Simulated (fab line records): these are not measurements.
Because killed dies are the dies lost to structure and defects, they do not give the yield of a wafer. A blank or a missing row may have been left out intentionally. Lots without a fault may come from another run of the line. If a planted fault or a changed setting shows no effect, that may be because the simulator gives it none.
Which tool was responsible? || flow nand harc || Sampling: 13 lots, 39 wafers, 5 of 1302 route steps

## WHAT THE GAUGES READ, wafer by wafer
NHARC_HYBRID_BOND_OVL_MEAS_05. Usual: overlay x nm 0 nm, standard deviation 37; overlay y nm 0 nm, standard deviation 33.
{"lot": "L878", "measured": "day 23 23:44", "on": "overlay-01", "overlay x nm (nm)": "4 65 70", "overlay y nm (nm)": "37 15 -59", "flag": ""}
{"lot": "L881", "measured": "day 24 17:43", "on": "overlay-01", "overlay x nm (nm)": "35 -4 -20", "overlay y nm (nm)": "-51 33 27", "flag": ""}
{"lot": "L880", "measured": "day 24 17:43", "on": "overlay-02", "overlay x nm (nm)": "-36 18 -36", "overlay y nm (nm)": "-10 -55 4", "flag": ""}
{"lot": "L884", "measured": "day 26 01:12", "on": "overlay-02", "overlay x nm (nm)": "-50 43 8", "overlay y nm (nm)": "37 58 -45", "flag": ""}
{"lot": "L885", "measured": "day 26 09:30", "on": "overlay-01", "overlay x nm (nm)": "28 -1 -37", "overlay y nm (nm)": "49 -22 -74", "flag": ""}
{"lot": "L883", "measured": "day 26 09:30", "on": "overlay-02", "overlay x nm (nm)": "35 -10 50", "overlay y nm (nm)": "-61 10 -15", "flag": ""}
{"lot": "L886", "measured": "day 26 21:38", "on": "overlay-01", "overlay x nm (nm)": "22 -28 54", "overlay y nm (nm)": "-3 -71 -7", "flag": ""}
{"lot": "L894", "measured": "day 30 04:16", "on": "overlay-01", "overlay x nm (nm)": "-13 17 -15", "overlay y nm (nm)": "-49 17 7", "flag": ""}
{"lot": "L895", "measured": "day 30 11:30", "on": "overlay-02", "overlay x nm (nm)": "-61 -22 21", "overlay y nm (nm)": "58 -10 43", "flag": ""}
{"lot": "L897", "measured": "day 32 10:08", "on": "overlay-02", "overlay x nm (nm)": "36 -4 11", "overlay y nm (nm)": "27 4 -41", "flag": ""}
{"lot": "L898", "measured": "day 32 10:08", "on": "overlay-02", "overlay x nm (nm)": "-22 44 4", "overlay y nm (nm)": "-18 39 -27", "flag": ""}
{"lot": "L899", "measured": "day 32 10:09", "on": "overlay-02", "overlay x nm (nm)": "-30 41 16", "overlay y nm (nm)": "29 31 -7", "flag": ""}
{"lot": "L901", "measured": "day 33 07:22", "on": "overlay-01", "overlay x nm (nm)": "36 28 62", "overlay y nm (nm)": "29 0 68", "flag": ""}

NHARC_END_SORT_01. Usual: defect limited yield is 89.8 % with standard deviation 2.9, killed at array is 65 with standard deviation 19, killed at other is 0.9 with standard deviation 1.1, killed at periphery is 3.5 with standard deviation 2.3, killed dies is 69 with standard deviation 19, killed open is 3.2 with standard deviation 1.8, and killed short is 2.4 with standard deviation 1.5.
{"lot": "L885", "measured": "day 27 03:19", "on": "prober-02", "defect limited yield (%)": "92.0 0 90.5", "killed at array": "49 52 53", "killed at other": "0 616 0", "killed at periphery": "5 9 11", "killed dies": "54 677 64", "killed open": "2 7 4", "killed short": "3 2 4", "flag": "OFF"}
{"lot": "L886", "measured": "day 27 15:56", "on": "prober-01", "defect limited yield (%)": "90.0 90.5 0", "killed at array": "63 57 66", "killed at other": "0 1 606", "killed at periphery": "5 6 5", "killed dies": "68 64 677", "killed open": "2 6 2", "killed short": "1 1 3", "flag": "OFF"}

## WHAT TOOL EACH LOT RAN ON (gives the tool, then ch and the chambers of the sampled wafers, and finally the start)
{"lot": "L878", "NHARC_HYBRID_BOND_ACTIVATE_00": "rie diel-08 ch 0,1,3, day 23 14:20", "NHARC_THIN_TSV_DEP_43": "pecvd-04 ch 1,2, day 24 02:52", "NHARC_THIN_TSV_STRIP_56": "plasma asher-02 ch 0,1, day 24 10:08"}
{"lot": "L881", "NHARC_HYBRID_BOND_ACTIVATE_00": "rie diel-08 ch 2,3, day 24 08:16", "NHARC_THIN_TSV_DEP_43": "pecvd-04 ch 0,1, day 24 20:51", "NHARC_THIN_TSV_STRIP_56": "plasma asher-02 ch 0, day 25 04:20"}
{"lot": "L880", "NHARC_HYBRID_BOND_ACTIVATE_00": "rie diel-12 ch 0,2,3, day 24 09:22", "NHARC_THIN_TSV_DEP_43": "pecvd-03 ch 1,2, day 24 19:41", "NHARC_THIN_TSV_STRIP_56": "plasma asher-01 ch 0,1, day 25 03:13"}
{"lot": "L884", "NHARC_HYBRID_BOND_ACTIVATE_00": "rie diel-08 ch 0,3, day 25 15:56", "NHARC_THIN_TSV_DEP_43": "pecvd-04 ch 0,1, day 26 03:06", "NHARC_THIN_TSV_STRIP_56": "plasma asher-01 ch 0,1, day 26 10:24"}
{"lot": "L885", "NHARC_HYBRID_BOND_ACTIVATE_00": "rie diel-08 ch 1,2, day 25 22:20", "NHARC_THIN_TSV_DEP_43": "pecvd-03 ch 0,1,2, day 26 12:37", "NHARC_THIN_TSV_STRIP_56": "plasma asher-02 ch 0,1, day 26 20:01"}
{"lot": "L883", "NHARC_HYBRID_BOND_ACTIVATE_00": "rie diel-12 ch 0,1,2, day 26 00:05", "NHARC_THIN_TSV_DEP_43": "pecvd-03 ch 1,2, day 26 11:25", "NHARC_THIN_TSV_STRIP_56": "plasma asher-01 ch 0,1, day 26 18:52"}
{"lot": "L886", "NHARC_HYBRID_BOND_ACTIVATE_00": "rie diel-08 ch 1,3, day 26 12:16", "NHARC_THIN_TSV_DEP_43": "pecvd-03 ch 0,1,2, day 27 00:03", "NHARC_THIN_TSV_STRIP_56": "plasma asher-01 ch 0,1, day 27 07:32"}
{"lot": "L894", "NHARC_HYBRID_BOND_ACTIVATE_00": "rie diel-08 ch 0,1,3, day 29 18:38", "NHARC_THIN_TSV_DEP_43": "pecvd-02 ch 0,2, day 30 06:10", "NHARC_THIN_TSV_STRIP_56": "plasma asher-02 ch 0,1, day 30 13:31"}
{"lot": "L895", "NHARC_HYBRID_BOND_ACTIVATE_00": "rie diel-08 ch 1,2,3, day 29 23:29", "NHARC_THIN_TSV_DEP_43": "pecvd-03 ch 0,2, day 30 13:29", "NHARC_THIN_TSV_STRIP_56": "plasma asher-01 ch 0,1, day 30 20:44"}
{"lot": "L897", "NHARC_HYBRID_BOND_ACTIVATE_00": "rie diel-12 ch 1,2, day 31 15:56", "NHARC_THIN_TSV_DEP_43": "pecvd-03 ch 0,2, day 32 12:05", "NHARC_THIN_TSV_STRIP_56": "plasma asher-02 ch 0,1, day 32 19:39"}
{"lot": "L898", "NHARC_HYBRID_BOND_ACTIVATE_00": "rie diel-08 ch 0,2,3, day 32 00:58", "NHARC_THIN_TSV_DEP_43": "pecvd-04 ch 0,1, day 32 13:14", "NHARC_THIN_TSV_STRIP_56": "plasma asher-01 ch 0, day 32 20:34"}
{"lot": "L899", "NHARC_HYBRID_BOND_ACTIVATE_00": "rie diel-05 ch 0,2,3, day 32 01:26", "NHARC_THIN_TSV_DEP_43": "pecvd-03 ch 0,1,2, day 32 14:28", "NHARC_THIN_TSV_STRIP_56": "plasma asher-02 ch 0,1, day 32 21:59"}
{"lot": "L901", "NHARC_HYBRID_BOND_ACTIVATE_00": "rie diel-08 ch 0,2,3, day 32 22:54", "NHARC_THIN_TSV_DEP_43": "pecvd-04 ch 0,1,2, day 33 09:18", "NHARC_THIN_TSV_STRIP_56": "plasma asher-01 ch 0,1, day 33 16:53"}
- NHARC_HYBRID_BOND_ACTIVATE_00: chemistry N2, time 60 s.
- NHARC_THIN_TSV_DEP_43: deposits SiO2, target thk 1328.5 nm.
- NHARC_THIN_TSV_STRIP_56: strips in O2.

## AS READ BY THE TOOLS THEMSELVES (means over the sampled wafers that have a number; for cases with no such wafer, the mark the record gives instead)
NHARC_HYBRID_BOND_ACTIVATE_00. Usual: drypump motor current A 5.7 A, standard deviation 0.37; oes product au 1.001 a.u., standard deviation 0.0099; rf vpp V 63.8 V, standard deviation 0.97; showerhead plenum p Torr 1.72 Torr, standard deviation 0.085.
{"lot": "L878", "tool": "rie diel-08", "drypump motor current A (A)": 5.7, "oes product au (a.u.)": 1.008, "rf vpp V (V)": 64.6, "showerhead plenum p Torr (Torr)": 1.72, "flag": ""}
{"lot": "L881", "tool": "rie diel-08", "drypump motor current A (A)": 5.6, "oes product au (a.u.)": 1.009, "rf vpp V (V)": 64.4, "showerhead plenum p Torr (Torr)": 1.69, "flag": ""}
{"lot": "L880", "tool": "rie diel-12", "drypump motor current A (A)": 6.0, "oes product au (a.u.)": 1.011, "rf vpp V (V)": 63.1, "showerhead plenum p Torr (Torr)": 1.70, "flag": ""}
{"lot": "L884", "tool": "rie diel-08", "drypump motor current A (A)": 5.4, "oes product au (a.u.)": 1.012, "rf vpp V (V)": 64.7, "showerhead plenum p Torr (Torr)": 1.79, "flag": ""}
{"lot": "L885", "tool": "rie diel-08", "drypump motor current A (A)": 5.9, "oes product au (a.u.)": 1.001, "rf vpp V (V)": 63.5, "showerhead plenum p Torr (Torr)": 1.69, "flag": ""}
{"lot": "L883", "tool": "rie diel-12", "drypump motor current A (A)": 6.0, "oes product au (a.u.)": 1.000, "rf vpp V (V)": 63.8, "showerhead plenum p Torr (Torr)": 1.73, "flag": ""}
{"lot": "L886", "tool": "rie diel-08", "drypump motor current A (A)": 6.0, "oes product au (a.u.)": 1.010, "rf vpp V (V)": 63.4, "showerhead plenum p Torr (Torr)": 1.64, "flag": ""}
{"lot": "L894", "tool": "rie diel-08", "drypump motor current A (A)": 5.7, "oes product au (a.u.)": 1.001, "rf vpp V (V)": 63.3, "showerhead plenum p Torr (Torr)": 1.72, "flag": ""}
{"lot": "L895", "tool": "rie diel-08", "drypump motor current A (A)": 5.8, "oes product au (a.u.)": 1.005, "rf vpp V (V)": 63.3, "showerhead plenum p Torr (Torr)": 1.69, "flag": ""}
{"lot": "L897", "tool": "rie diel-12", "drypump motor current A (A)": 6.0, "oes product au (a.u.)": 0.994, "rf vpp V (V)": 63.5, "showerhead plenum p Torr (Torr)": 1.75, "flag": ""}
{"lot": "L898", "tool": "rie diel-08", "drypump motor current A (A)": 5.4, "oes product au (a.u.)": 0.996, "rf vpp V (V)": 64.8, "showerhead plenum p Torr (Torr)": 1.77, "flag": ""}
{"lot": "L899", "tool": "rie diel-05", "drypump motor current A (A)": 5.6, "oes product au (a.u.)": 1.005, "rf vpp V (V)": 64.5, "showerhead plenum p Torr (Torr)": 1.75, "flag": ""}
{"lot": "L901", "tool": "rie diel-08", "drypump motor current A (A)": 5.4, "oes product au (a.u.)": 1.001, "rf vpp V (V)": 63.8, "showerhead plenum p Torr (Torr)": 1.77, "flag": ""}

NHARC_THIN_TSV_DEP_43. Usual: throttle valve pct at 15.9 %, with a standard deviation of 0.49.
{"lot": "L878", "tool": "pecvd-04", "throttle valve pct (%)": 15.7, "flag": ""}
{"lot": "L881", "tool": "pecvd-04", "throttle valve pct (%)": 16.0, "flag": ""}
{"lot": "L880", "tool": "pecvd-03", "throttle valve pct (%)": 15.6, "flag": ""}
{"lot": "L884", "tool": "pecvd-04", "throttle valve pct (%)": 16.1, "flag": ""}
{"lot": "L885", "tool": "pecvd-03", "throttle valve pct (%)": 15.7, "flag": ""}
{"lot": "L883", "tool": "pecvd-03", "throttle valve pct (%)": 15.3, "flag": ""}
{"lot": "L886", "tool": "pecvd-03", "throttle valve pct (%)": 15.9, "flag": ""}
{"lot": "L894", "tool": "pecvd-02", "throttle valve pct (%)": 16.5, "flag": ""}
{"lot": "L895", "tool": "pecvd-03", "throttle valve pct (%)": 16.0, "flag": ""}
{"lot": "L897", "tool": "pecvd-03", "throttle valve pct (%)": 16.2, "flag": ""}
{"lot": "L898", "tool": "pecvd-04", "throttle valve pct (%)": 15.7, "flag": ""}
{"lot": "L899", "tool": "pecvd-03", "throttle valve pct (%)": 15.8, "flag": ""}
{"lot": "L901", "tool": "pecvd-04", "throttle valve pct (%)": 15.9, "flag": ""}

NHARC_THIN_TSV_STRIP_56. Usual: drypump motor current A 5.71 A, standard deviation 0.18; heater power w 364 W, standard deviation 26.
{"lot": "L878", "tool": "plasma asher-02", "drypump motor current A (A)": 5.69, "heater power w (W)": 362, "flag": ""}
{"lot": "L881", "tool": "plasma asher-02", "drypump motor current A (A)": 5.54, "heater power w (W)": 346, "flag": ""}
{"lot": "L880", "tool": "plasma asher-01", "drypump motor current A (A)": 5.71, "heater power w (W)": 345, "flag": ""}
{"lot": "L884", "tool": "plasma asher-01", "drypump motor current A (A)": 5.60, "heater power w (W)": 352, "flag": ""}
{"lot": "L885", "tool": "plasma asher-02", "drypump motor current A (A)": 5.81, "heater power w (W)": 394, "flag": ""}
{"lot": "L883", "tool": "plasma asher-01", "drypump motor current A (A)": 5.70, "heater power w (W)": 336, "flag": ""}
{"lot": "L886", "tool": "plasma asher-01", "drypump motor current A (A)": 5.64, "heater power w (W)": 343, "flag": ""}
{"lot": "L894", "tool": "plasma asher-02", "drypump motor current A (A)": 5.70, "heater power w (W)": 377, "flag": ""}
{"lot": "L895", "tool": "plasma asher-01", "drypump motor current A (A)": 5.63, "heater power w (W)": 349, "flag": ""}
{"lot": "L897", "tool": "plasma asher-02", "drypump motor current A (A)": 5.83, "heater power w (W)": 394, "flag": ""}
{"lot": "L898", "tool": "plasma asher-01", "drypump motor current A (A)": 5.77, "heater power w (W)": 326, "flag": ""}
{"lot": "L899", "tool": "plasma asher-02", "drypump motor current A (A)": 5.79, "heater power w (W)": 392, "flag": ""}
{"lot": "L901", "tool": "plasma asher-01", "drypump motor current A (A)": 5.68, "heater power w (W)": 339, "flag": ""}

## THE ANSWER, worked out from the rows above alone
Rule: lot off if the mean of its wafers having a number is beyond 3 standard deviations from the usual mean. Also off: a lot with no number at a reading for which 4 or more lots have one. Any other lot the step has rows for is counted as sound. The gauges are gone through in route order, then the tools' own readings, and for those a lot's mean is taken as printed above. At the first step where some lot is off, the reading lying furthest off is the one used; lots without a number count as furthest.
Off: L885, L886 (NHARC_END_SORT_01, killed at other). Neither off nor sound, because the step has no rows for them: L878, L881, L880, L884, L883, L894, L895, L897, L898, L899, L901.
If a tool, at a process step before that reading, ran all the lots that are off and no sound lot after the first of them, it fits. Gauges at NHARC_END_SORT_01: tried the same way as those tools. This does not decide it: 2 tools fit, namely rie diel-08 at NHARC_HYBRID_BOND_ACTIVATE_00 and pecvd-03 at NHARC_THIN_TSV_DEP_43.

## WHAT THE SIMULATOR HAD INSERTED
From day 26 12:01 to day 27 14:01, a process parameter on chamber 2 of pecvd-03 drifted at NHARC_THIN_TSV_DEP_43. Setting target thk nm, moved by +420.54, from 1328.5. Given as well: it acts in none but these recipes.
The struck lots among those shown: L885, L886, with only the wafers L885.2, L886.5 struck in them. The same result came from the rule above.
